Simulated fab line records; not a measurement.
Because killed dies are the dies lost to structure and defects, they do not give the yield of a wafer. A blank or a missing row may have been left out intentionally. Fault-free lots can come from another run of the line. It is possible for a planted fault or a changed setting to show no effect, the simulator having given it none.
What tool caused it? ; flow nand-harc ; 36 wafers from 12 lots sampled at 5 of the route's 1159 steps

## WHAT THE GAUGES SHOWED, per wafer
NHARC_END_SORT_01.
lot;measured;on;killed-at-array;killed-at-other;killed-at-periphery;killed-dies;killed-open;killed-short
L528;day 20 01:14;prober-02;27 71 17;0 0 0;2 3 3;29 74 20;5 5 2;0 2 2
L527;day 20 00:34;prober-01;27 77 79;0 0 0;4 3 0;31 80 79;5 4 3;2 3 1

## EACH LOT AND THE TOOL THAT RAN IT (in order: tool; ch and the chambers of the sampled wafers; start)
lot;NHARC_A_CONTACT_ETCH_30;NHARC_HYBRID_BOND_ACTIVATE_00;NHARC_THIN_TSV_PVD_51;NHARC_THIN_TSV_CMP_21
L522;rie-diel-10 ch 1,2, day 16 16:01;rie-diel-12 ch 2,3, day 17 15:22;pvd-sputter-02, day 18 12:01 or earlier;cmp-01 ch 0,1,2, day 18 12:01
L523;rie-diel-10 ch 0,1,2, day 17 05:14;rie-diel-12 ch 1,2,3, day 18 05:53;pvd-sputter-03, day 18 22:02 or earlier;cmp-01 ch 0,1,3, day 18 22:02
L524;rie-diel-07 ch 0,1,2, day 17 06:20;rie-diel-02 ch 1,2,3, day 18 06:44;pvd-sputter-02, day 18 23:05 or earlier;cmp-02 ch 1,2, day 18 23:05
L528;rie-diel-10 ch 0,1,2, day 17 16:49;rie-diel-12 ch 0,2,3, day 18 16:16;pvd-sputter-01, day 19 06:38 or earlier;cmp-02 ch 0,3, day 19 06:38
L527;rie-diel-10 ch 0,2, day 17 17:47;rie-diel-12 ch 0,1,2, day 18 17:02;pvd-sputter-02, day 19 09:44 or earlier;cmp-03 ch 1,2, day 19 09:44
L539;rie-diel-07 ch 0,2,3, day 21 05:14;rie-diel-02 ch 1,2, day 22 10:46;pvd-sputter-03, day 23 03:41 or earlier;cmp-03 ch 0,2,3, day 23 03:41
L540;rie-diel-10 ch 0,3, day 21 06:38;rie-diel-12 ch 0,2,3, day 22 13:47;pvd-sputter-01, day 23 04:53 or earlier;cmp-02 ch 1,2,3, day 23 04:53
L542;rie-diel-07 ch 1,2,3, day 22 08:52;rie-diel-12 ch 0,1,3, day 23 06:04;pvd-sputter-01, day 24 00:04 or earlier;cmp-03 ch 0,1,2, day 24 00:04
L543;rie-diel-07 ch 0,1,2, day 22 11:50;rie-diel-07 ch 0,2,3, day 23 11:04;pvd-sputter-02, day 24 04:03 or earlier;cmp-01 ch 0,1,3, day 24 04:03
L541;rie-diel-10 ch 1,2,3, day 22 18:04;rie-diel-12 ch 0,1,2, day 23 18:32;pvd-sputter-02, day 24 11:34 or earlier;cmp-03 ch 0,1,2, day 24 11:34
L544;rie-diel-03 ch 0,2,3, day 22 20:37;rie-diel-12 ch 0,1,3, day 23 20:33;pvd-sputter-01, day 24 14:38 or earlier;cmp-02 ch 0,3, day 24 14:38
L545;rie-diel-07 ch 1,2, day 22 23:55;rie-diel-07 ch 0,1,3, day 24 00:53;pvd-sputter-02, day 24 17:47 or earlier;cmp-03 ch 0,2, day 24 17:47
- NHARC_A_CONTACT_ETCH_30: etches the open film in CF4/CHF3, target depth 60.5 nm, time 30.2 s.
- NHARC_HYBRID_BOND_ACTIVATE_00: chemistry N2, time 60 s.
- NHARC_THIN_TSV_PVD_51: deposits Cu, target thk 100 nm.
- NHARC_THIN_TSV_CMP_21: polishes, t overpolish 30 s, target thk 2000 nm.

## WHAT THE TOOLS THEMSELVES READ (means of the sampled wafers that have a number; where no wafer has one, the mark that the record gives instead)
NHARC_A_CONTACT_ETCH_30.
lot;tool;drypump-motor-current-A (A);oes-product-au (a.u.);rf-vpp-V (V);showerhead-plenum-p-Torr (Torr);throttle-valve-pct (%)
L522;rie-diel-10;5.91;0.931;371.8;1.60;16.804
L523;rie-diel-10;5.65;0.927;371.6;1.61;16.809
L524;rie-diel-07;5.96;0.926;368.9;1.55;16.789
L528;rie-diel-10;5.67;0.916;371.9;1.61;16.801
L527;rie-diel-10;5.79;0.932;372.8;1.63;16.798
L539;rie-diel-07;6.00;0.948;371.3;1.58;16.801
L540;rie-diel-10;5.71;0.918;373.4;1.66;16.809
L542;rie-diel-07;5.77;0.920;368.7;1.51;16.801
L543;rie-diel-07;5.95;0.917;369.0;1.54;16.804
L541;rie-diel-10;5.82;0.968;371.5;1.61;16.797
L544;rie-diel-03;5.77;0.930;370.1;1.58;16.806
L545;rie-diel-07;5.89;0.929;368.2;1.47;16.816

NHARC_HYBRID_BOND_ACTIVATE_00.
lot;tool;drypump-motor-current-A (A);oes-product-au (a.u.);rf-vpp-V (V);showerhead-plenum-p-Torr (Torr)
L522;rie-diel-12;5.6;1.012;64.7;1.72
L523;rie-diel-12;5.5;1.002;63.9;1.77
L524;rie-diel-02;5.3;1.003;63.6;1.65
L528;rie-diel-12;5.5;1.004;65.1;1.76
L527;rie-diel-12;5.8;1.014;64.2;1.79
L539;rie-diel-02;5.4;0.996;65.1;1.92
L540;rie-diel-12;5.5;0.998;63.8;1.75
L542;rie-diel-12;5.4;0.999;64.2;1.81
L543;rie-diel-07;6.0;0.997;64.5;1.78
L541;rie-diel-12;5.8;1.007;64.3;1.78
L544;rie-diel-12;5.4;1.004;65.2;1.80
L545;rie-diel-07;5.8;0.991;64.0;1.76

NHARC_THIN_TSV_PVD_51.
lot;tool;throttle-valve-pct (%)
L522;pvd-sputter-02;30.8
L523;pvd-sputter-03;29.0
L524;pvd-sputter-02;30.8
L528;pvd-sputter-01;30.1
L527;pvd-sputter-02;29.0
L539;pvd-sputter-03;29.0
L540;pvd-sputter-01;29.7
L542;pvd-sputter-01;30.4
L543;pvd-sputter-02;29.6
L541;pvd-sputter-02;29.4
L544;pvd-sputter-01;29.7
L545;pvd-sputter-02;30.5

NHARC_THIN_TSV_CMP_21.
lot;tool;edge-zone-pressure-frac;motor-current-A (A);overpolish-run-s (s)
L522;cmp-01;0.999;12.5;29.997
L523;cmp-01;1.001;12.0;30.001
L524;cmp-02;0.997;12.0;30.003
L528;cmp-02;1.001;10.7;30.007
L527;cmp-03;0.997;12.2;30.003
L539;cmp-03;1.005;12.9;29.997
L540;cmp-02;0.997;11.8;29.998
L542;cmp-03;1.003;12.8;29.997
L543;cmp-01;0.999;12.0;29.990
L541;cmp-03;1.003;12.8;29.993
L544;cmp-02;0.998;10.3;29.999
L545;cmp-03;0.999;13.1;30.004

## THE ANSWER, worked out from the rows above alone
Rule: the lots themselves supply what counts as usual. The widest of any qualifying gaps counts: lots, ordered by their means at a reading, are off when they make up no more than a third of the lots, leave a main group of 4 or more, and stand apart from it by 3 or more times the standard deviation of that group's means. A main group whose means are all the same, to the digits that the tables above print for the reading, isn't used. Also off: a lot with no number at a reading for which 4 or more lots have one. Any other lot the step has rows for is counted as sound. The gauges are gone through in route order, then the tools' own readings, and for those a lot's mean is taken as printed above. At the first step where some lot is off, the reading lying furthest off is the one used; lots without a number count as furthest.
Across all readings shown, no lot is off: no conclusion can be drawn from this.

## WHAT HAD BEEN PUT IN BY THE SIMULATOR
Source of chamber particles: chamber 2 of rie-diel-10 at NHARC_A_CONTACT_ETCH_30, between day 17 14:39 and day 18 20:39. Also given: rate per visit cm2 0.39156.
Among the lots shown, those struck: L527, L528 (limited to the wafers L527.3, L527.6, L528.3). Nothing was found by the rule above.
